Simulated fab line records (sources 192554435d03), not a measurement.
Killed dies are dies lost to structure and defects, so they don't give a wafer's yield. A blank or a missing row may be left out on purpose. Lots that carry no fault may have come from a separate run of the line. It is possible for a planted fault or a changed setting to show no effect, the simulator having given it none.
Which tool is to blame? + flow n5 finfet + Sampling: 24 lots, 72 wafers, 6 of 1938 route steps

## WHAT EACH GAUGE READ, for each wafer
N5_BEOL_M2_CD_MEAS_11 targets a cd of 16.79 nm.
| lot  | measured     | on        | cd nm (nm)        |
|------|--------------|-----------|-------------------|
| L074 | day 6 10:14  | cd sem-03 | 16.85 17.35 17.04 |
| L075 | day 7 02:08  | cd sem-02 | 16.63 17.44 16.98 |
| L076 | day 7 18:14  | cd sem-03 | 16.40 16.86 16.31 |
| L077 | day 7 18:57  | cd sem-01 | 16.83 16.91 17.00 |
| L078 | day 7 21:49  | cd sem-01 | 17.13 16.94 17.46 |
| L079 | day 7 22:55  | cd sem-03 | 17.05 17.05 17.15 |
| L080 | day 8 10:02  | cd sem-02 | 16.77 16.63 16.79 |
| L081 | day 8 10:26  | cd sem-01 | 16.71 16.85 16.90 |
| L082 | day 9 00:38  | cd sem-01 | 16.55 16.89 17.03 |
| L083 | day 9 02:58  | cd sem-02 | 16.84 17.04 17.13 |
| L084 | day 9 03:01  | cd sem-01 | 16.42 16.29 16.52 |
| L085 | day 9 06:40  | cd sem-01 | 17.00 17.26 16.90 |
| L086 | day 10 04:59 | cd sem-03 | 16.80 16.81 17.52 |
| L087 | day 10 05:05 | cd sem-01 | 16.93 16.78 16.88 |
| L089 | day 10 07:32 | cd sem-01 | 16.80 16.86 17.21 |
| L088 | day 10 17:38 | cd sem-03 | 16.66 16.42 16.39 |
| L091 | day 10 22:08 | cd sem-03 | 17.03 17.24 16.69 |
| L090 | day 11 05:10 | cd sem-01 | 17.22 17.31 16.77 |
| L092 | day 11 06:10 | cd sem-02 | 16.85 16.62 16.71 |
| L093 | day 11 13:30 | cd sem-02 | 17.19 16.94 17.12 |
| L094 | day 11 19:50 | cd sem-01 | 17.09 17.37 16.81 |
| L095 | day 12 01:05 | cd sem-01 | 16.63 16.88 16.51 |
| L096 | day 12 07:56 | cd sem-01 | 16.63 16.45 17.08 |
| L097 | day 12 14:32 | cd sem-03 | 16.85 17.20 16.87 |

N5_BEOL_M2_RS_MEAS_58: a four-point-probe measurement.
| lot  | measured     | on            | M2_RS (ohm/sq) |
|------|--------------|---------------|----------------|
| L074 | day 6 21:35  | film metro-02 | 0.62 0.67 0.65 |
| L075 | day 7 11:58  | film metro-02 | 0.66 0.69 0.67 |
| L076 | day 8 08:22  | film metro-01 | 0.61 0.59 0.62 |
| L077 | day 8 09:01  | film metro-02 | 0.63 0.65 0.67 |
| L078 | day 8 10:14  | film metro-01 | 0.75 0.70 0.70 |
| L079 | day 8 11:41  | film metro-02 | 0.64 0.68 0.70 |
| L080 | day 8 20:16  | film metro-01 | 0.64 0.64 0.66 |
| L081 | day 8 21:52  | film metro-02 | 0.65 0.62 0.64 |
| L082 | day 9 10:37  | film metro-01 | 0.72 0.67 0.67 |
| L083 | day 9 10:51  | film metro-02 | 0.72 0.70 0.64 |
| L084 | day 9 13:47  | film metro-02 | 0.66 0.68 0.62 |
| L085 | day 9 19:46  | film metro-01 | 0.70 0.66 0.66 |
| L086 | day 10 10:54 | film metro-02 | 0.61 0.61 0.66 |
| L087 | day 10 12:47 | film metro-02 | 0.67 0.64 0.64 |
| L089 | day 10 22:51 | film metro-01 | 0.65 0.66 0.60 |
| L088 | day 11 10:01 | film metro-01 | 0.72 0.70 0.65 |
| L091 | day 11 10:16 | film metro-02 | 0.68 0.64 0.67 |
| L090 | day 11 14:05 | film metro-01 | 0.65 0.66 0.65 |
| L092 | day 11 16:19 | film metro-02 | 0.66 0.70 0.67 |
| L093 | day 11 22:16 | film metro-01 | 0.61 0.64 0.62 |
| L094 | day 12 10:19 | film metro-02 | 0.67 0.65 0.68 |
| L095 | day 12 14:02 | film metro-02 | 0.66 0.60 0.66 |
| L096 | day 12 18:05 | film metro-02 | 0.69 0.64 0.66 |
| L097 | day 12 22:23 | film metro-01 | 0.68 0.65 0.61 |

## WHAT TOOL EACH LOT RAN ON (gives the tool, then ch and the chambers of the sampled wafers, and finally the start)
| lot  | N5_BEOL_M2_ETCH_69                 | N5_BEOL_M2_STRIP_97                           | N5_BEOL_M2_DEGAS_44          | N5_BEOL_M2_ANNEAL_82         |
|------|------------------------------------|-----------------------------------------------|------------------------------|------------------------------|
| L074 | rie diel-01 ch 1,2,3, day 6 11:17  | rie diel-01 ch 1,2, day 6 13:37 or earlier    | pvd sputter-01, day 6 13:37  | pvd sputter-03, day 6 15:31  |
| L075 | rie diel-06 ch 1,2, day 7 03:11    | rie diel-03 ch 1,2,3, day 7 07:46 or earlier  | pvd sputter-03, day 7 07:46  | pvd sputter-02, day 7 09:13  |
| L076 | rie diel-01 ch 1,2,3, day 7 19:25  | rie diel-06 ch 0,1, day 7 20:19 or earlier    | pvd sputter-01, day 7 20:19  | pvd sputter-03, day 7 21:25  |
| L077 | rie diel-06 ch 0,2, day 7 20:08    | rie diel-06 ch 0,1, day 7 20:57 or earlier    | pvd sputter-01, day 7 20:57  | pvd sputter-01, day 7 22:02  |
| L078 | rie diel-01 ch 0,3, day 7 22:52    | rie diel-06 ch 1,2, day 7 23:47 or earlier    | pvd sputter-01, day 7 23:47  | pvd sputter-02, day 8 01:39  |
| L079 | rie diel-03 ch 0,2,3, day 8 00:05  | rie diel-01 ch 0,1,3, day 8 02:02 or earlier  | pvd sputter-03, day 8 02:02  | pvd sputter-03, day 8 03:06  |
| L080 | rie diel-01 ch 0,2, day 8 12:04    | rie diel-06 ch 0,1,2, day 8 13:19 or earlier  | pvd sputter-03, day 8 13:19  | pvd sputter-02, day 8 14:43  |
| L081 | rie diel-01 ch 0,2, day 8 12:14    | rie diel-03 ch 1,2, day 8 17:16 or earlier    | pvd sputter-02, day 8 17:16  | pvd sputter-02, day 8 18:37  |
| L082 | rie diel-01 ch 0,1,2, day 9 01:54  | rie diel-06 ch 0,1, day 9 06:55 or earlier    | pvd sputter-03, day 9 06:55  | pvd sputter-02, day 9 08:18  |
| L083 | rie diel-03 ch 1,2,3, day 9 04:34  | rie diel-01 ch 0,1,2, day 9 07:05 or earlier  | pvd sputter-02, day 9 07:05  | pvd sputter-03, day 9 08:28  |
| L084 | rie diel-06 ch 0,1,2, day 9 04:37  | rie diel-06 ch 1,3, day 9 10:13 or earlier    | pvd sputter-01, day 9 10:13  | pvd sputter-02, day 9 11:29  |
| L085 | rie diel-06 ch 2,3, day 9 07:53    | rie diel-01 ch 0,1, day 9 16:17 or earlier    | pvd sputter-01, day 9 16:17  | pvd sputter-03, day 9 17:29  |
| L086 | rie diel-01 ch 0,2,3, day 10 06:13 | rie diel-01 ch 0,2,3, day 10 07:31 or earlier | pvd sputter-03, day 10 07:31 | pvd sputter-02, day 10 08:37 |
| L087 | rie diel-03 ch 0,1, day 10 06:16   | rie diel-03 ch 0,2,3, day 10 07:53 or earlier | pvd sputter-02, day 10 07:53 | pvd sputter-02, day 10 10:29 |
| L089 | rie diel-06 ch 0,1, day 10 08:51   | rie diel-06 ch 1,2,3, day 10 17:03 or earlier | pvd sputter-02, day 10 17:03 | pvd sputter-01, day 10 20:20 |
| L088 | rie diel-03 ch 1,2,3, day 10 20:06 | rie diel-01 ch 0,3, day 11 06:37 or earlier   | pvd sputter-02, day 11 06:37 | pvd sputter-02, day 11 07:42 |
| L091 | rie diel-01 ch 0,2, day 11 00:16   | rie diel-03 ch 0,1,2, day 11 06:44 or earlier | pvd sputter-02, day 11 06:44 | pvd sputter-01, day 11 07:52 |
| L090 | rie diel-01 ch 1,2, day 11 08:40   | rie diel-01 ch 0,1,3, day 11 10:17 or earlier | pvd sputter-03, day 11 10:17 | pvd sputter-03, day 11 11:38 |
| L092 | rie diel-06 ch 0,1, day 11 09:38   | rie diel-06 ch 0,1,2, day 11 12:12 or earlier | pvd sputter-02, day 11 12:12 | pvd sputter-03, day 11 13:28 |
| L093 | rie diel-03 ch 0,1,3, day 11 15:04 | rie diel-03 ch 0,3, day 11 18:33 or earlier   | pvd sputter-02, day 11 18:33 | pvd sputter-03, day 11 19:58 |
| L094 | rie diel-03 ch 0,1, day 11 21:01   | rie diel-03 ch 0,1, day 12 05:11 or earlier   | pvd sputter-03, day 12 05:11 | pvd sputter-01, day 12 08:02 |
| L095 | rie diel-06 ch 2,3, day 12 02:23   | rie diel-01 ch 0,2,3, day 12 10:20 or earlier | pvd sputter-03, day 12 10:20 | pvd sputter-01, day 12 11:44 |
| L096 | rie diel-06 ch 0,2,3, day 12 09:37 | rie diel-03 ch 0,1,2, day 12 14:21 or earlier | pvd sputter-01, day 12 14:21 | pvd sputter-01, day 12 15:44 |
| L097 | rie diel-01 ch 0,1,3, day 12 16:38 | rie diel-03 ch 1,2,3, day 12 18:57 or earlier | pvd sputter-02, day 12 18:57 | pvd sputter-03, day 12 20:06 |
- N5_BEOL_M2_ETCH_69: etches SiARC in CF4, target depth 15.6 nm, time 26 s.
- N5_BEOL_M2_STRIP_97: strips in N2/H2, time 10 s.
- N5_BEOL_M2_DEGAS_44: time 60 s.
- N5_BEOL_M2_ANNEAL_82: time 240 s.

## WHAT THE TOOLS THEMSELVES READ (means of the sampled wafers that have a number; where no wafer has one, the mark that the record gives instead)
N5_BEOL_M2_ETCH_69.
| lot  | tool        | drypump motor current A (A) | etch rf on time s (s) | oes product au (a.u.) | rf vpp V (V) | showerhead plenum p Torr (Torr) | throttle valve pct (%) |
|------|-------------|-----------------------------|-----------------------|-----------------------|--------------|---------------------------------|------------------------|
| L074 | rie diel-01 | 5.9                         | 25.4                  | 0.65                  | 184.4        | 2.17                            | 15.59                  |
| L075 | rie diel-06 | 6.5                         | 26.2                  | 0.62                  | 184.6        | 2.17                            | 15.64                  |
| L076 | rie diel-01 | 5.9                         | 25.8                  | 0.64                  | 184.4        | 2.17                            | 15.61                  |
| L077 | rie diel-06 | 6.1                         | 26.3                  | 0.59                  | 185.3        | 2.15                            | 15.71                  |
| L078 | rie diel-01 | 6.4                         | 26.4                  | 0.64                  | 185.0        | 2.22                            | 15.55                  |
| L079 | rie diel-03 | 5.4                         | 25.5                  | 0.73                  | 184.0        | 2.14                            | 15.55                  |
| L080 | rie diel-01 | 5.9                         | 26.0                  | 0.68                  | 185.7        | 2.24                            | 15.43                  |
| L081 | rie diel-01 | 5.6                         | 25.1                  | 0.72                  | 185.9        | 2.26                            | 15.41                  |
| L082 | rie diel-01 | 5.7                         | 25.7                  | 0.65                  | 185.0        | 2.18                            | 15.51                  |
| L083 | rie diel-03 | 5.5                         | 25.6                  | 0.67                  | 185.0        | 2.15                            | 15.70                  |
| L084 | rie diel-06 | 6.2                         | 26.2                  | 0.60                  | 184.4        | 2.17                            | 15.70                  |
| L085 | rie diel-06 | 6.0                         | 26.5                  | 0.65                  | 183.8        | 2.16                            | 15.63                  |
| L086 | rie diel-01 | 6.0                         | 25.6                  | 0.72                  | 185.2        | 2.23                            | 15.40                  |
| L087 | rie diel-03 | 5.3                         | 25.9                  | 0.70                  | 184.4        | 2.17                            | 15.43                  |
| L089 | rie diel-06 | 6.3                         | 26.3                  | 0.59                  | 184.2        | 2.20                            | 15.69                  |
| L088 | rie diel-03 | 5.5                         | 25.1                  | 0.66                  | 183.7        | 2.14                            | 15.73                  |
| L091 | rie diel-01 | 5.9                         | 26.0                  | 0.66                  | 184.5        | 2.23                            | 15.49                  |
| L090 | rie diel-01 | 5.6                         | 25.3                  | 0.79                  | 185.1        | 2.28                            | 15.28                  |
| L092 | rie diel-06 | 6.0                         | 25.9                  | 0.59                  | 185.4        | 2.20                            | 15.72                  |
| L093 | rie diel-03 | 5.5                         | 25.5                  | 0.67                  | 184.0        | 2.14                            | 15.57                  |
| L094 | rie diel-03 | 5.4                         | 25.3                  | 0.64                  | 184.6        | 2.19                            | 15.60                  |
| L095 | rie diel-06 | 5.7                         | 26.1                  | 0.78                  | 184.1        | 2.21                            | 15.36                  |
| L096 | rie diel-06 | 5.8                         | 25.7                  | 0.71                  | 184.6        | 2.19                            | 15.47                  |
| L097 | rie diel-01 | 6.2                         | 25.6                  | 0.73                  | 184.4        | 2.23                            | 15.37                  |

N5_BEOL_M2_STRIP_97.
| lot  | tool        | drypump motor current A (A) | oes product au (a.u.) | rf vpp V (V) | showerhead plenum p Torr (Torr) | throttle valve pct (%) |
|------|-------------|-----------------------------|-----------------------|--------------|---------------------------------|------------------------|
| L074 | rie diel-01 | 5.6                         | 0.74                  | 59.2         | 2.49                            | 23.2                   |
| L075 | rie diel-03 | 5.5                         | 0.80                  | 58.5         | 2.55                            | 23.7                   |
| L076 | rie diel-06 | 6.0                         | 0.71                  | 59.2         | 2.62                            | 23.6                   |
| L077 | rie diel-06 | 6.0                         | 0.71                  | 59.1         | 2.62                            | 23.6                   |
| L078 | rie diel-06 | 6.4                         | 0.71                  | 59.1         | 2.55                            | 23.8                   |
| L079 | rie diel-01 | 6.2                         | 0.71                  | 58.7         | 2.54                            | 23.3                   |
| L080 | rie diel-06 | 6.2                         | 0.70                  | 59.7         | 2.58                            | 23.7                   |
| L081 | rie diel-03 | 5.3                         | 0.75                  | 59.2         | 2.62                            | 23.9                   |
| L082 | rie diel-06 | 6.3                         | 0.71                  | 59.2         | 2.61                            | 23.5                   |
| L083 | rie diel-01 | 5.7                         | 0.76                  | 58.6         | 2.58                            | 23.3                   |
| L084 | rie diel-06 | 6.2                         | 0.78                  | 60.0         | 2.64                            | 23.4                   |
| L085 | rie diel-01 | 6.0                         | 0.69                  | 59.3         | 2.46                            | 23.1                   |
| L086 | rie diel-01 | 6.0                         | 0.84                  | 59.6         | 2.65                            | 23.4                   |
| L087 | rie diel-03 | 5.4                         | 0.83                  | 60.1         | 2.53                            | 23.6                   |
| L089 | rie diel-06 | 6.1                         | 0.87                  | 59.6         | 2.60                            | 23.4                   |
| L088 | rie diel-01 | 6.5                         | 0.86                  | 59.4         | 2.61                            | 23.3                   |
| L091 | rie diel-03 | 5.2                         | 0.78                  | 58.4         | 2.59                            | 23.8                   |
| L090 | rie diel-01 | 6.3                         | 0.87                  | 59.5         | 2.64                            | 23.1                   |
| L092 | rie diel-06 | 6.2                         | 0.79                  | 58.8         | 2.57                            | 23.6                   |
| L093 | rie diel-03 | 5.7                         | 0.80                  | 59.8         | 2.47                            | 23.3                   |
| L094 | rie diel-03 | 5.3                         | 0.79                  | 59.4         | 2.58                            | 23.5                   |
| L095 | rie diel-01 | 6.0                         | 0.82                  | 58.5         | 2.64                            | 23.5                   |
| L096 | rie diel-03 | 5.2                         | 0.77                  | 59.1         | 2.58                            | 23.8                   |
| L097 | rie diel-03 | 5.5                         | 0.75                  | 59.2         | 2.53                            | 23.8                   |

N5_BEOL_M2_DEGAS_44.
| lot  | tool           | heater power w (W) |
|------|----------------|--------------------|
| L074 | pvd sputter-01 | 348                |
| L075 | pvd sputter-03 | 336                |
| L076 | pvd sputter-01 | 329                |
| L077 | pvd sputter-01 | 309                |
| L078 | pvd sputter-01 | 322                |
| L079 | pvd sputter-03 | 323                |
| L080 | pvd sputter-03 | 339                |
| L081 | pvd sputter-02 | 345                |
| L082 | pvd sputter-03 | 332                |
| L083 | pvd sputter-02 | 348                |
| L084 | pvd sputter-01 | 311                |
| L085 | pvd sputter-01 | 307                |
| L086 | pvd sputter-03 | 349                |
| L087 | pvd sputter-02 | 299                |
| L089 | pvd sputter-02 | 342                |
| L088 | pvd sputter-02 | 305                |
| L091 | pvd sputter-02 | 385                |
| L090 | pvd sputter-03 | 357                |
| L092 | pvd sputter-02 | 339                |
| L093 | pvd sputter-02 | 349                |
| L094 | pvd sputter-03 | 339                |
| L095 | pvd sputter-03 | 346                |
| L096 | pvd sputter-01 | 349                |
| L097 | pvd sputter-02 | 303                |

N5_BEOL_M2_ANNEAL_82.
| lot  | tool           | heater power w (W) |
|------|----------------|--------------------|
| L074 | pvd sputter-03 | 878                |
| L075 | pvd sputter-02 | 853                |
| L076 | pvd sputter-03 | 862                |
| L077 | pvd sputter-01 | 765                |
| L078 | pvd sputter-02 | 754                |
| L079 | pvd sputter-03 | 866                |
| L080 | pvd sputter-02 | 846                |
| L081 | pvd sputter-02 | 874                |
| L082 | pvd sputter-02 | 747                |
| L083 | pvd sputter-03 | 777                |
| L084 | pvd sputter-02 | 841                |
| L085 | pvd sputter-03 | 787                |
| L086 | pvd sputter-02 | 880                |
| L087 | pvd sputter-02 | 866                |
| L089 | pvd sputter-01 | 797                |
| L088 | pvd sputter-02 | 845                |
| L091 | pvd sputter-01 | 838                |
| L090 | pvd sputter-03 | 864                |
| L092 | pvd sputter-03 | 797                |
| L093 | pvd sputter-03 | 828                |
| L094 | pvd sputter-01 | 828                |
| L095 | pvd sputter-01 | 823                |
| L096 | pvd sputter-01 | 836                |
| L097 | pvd sputter-03 | 852                |

## THE ANSWER, worked out from the rows above alone
Rule: what is usual is taken from the lots themselves. The widest of any qualifying gaps counts: lots, ordered by their means at a reading, are off when they make up no more than a third of the lots, leave a main group of 4 or more, and stand apart from it by 3 or more times the standard deviation of that group's means. A main group whose means are all the same, to the digits that the tables above print for the reading, isn't used. Also off: a lot with no number at a reading for which 4 or more lots have one. Any other lot the step has rows for is counted as sound. The gauges are gone through in route order, then the tools' own readings, and for those a lot's mean is taken as printed above. The first step at which some lot is off is used, and at that step the reading that is off furthest; a lot without a number counts as furthest.
Nothing can be told from this: no lot is off at any reading shown.

## WHAT WAS PUT IN BY THE SIMULATOR
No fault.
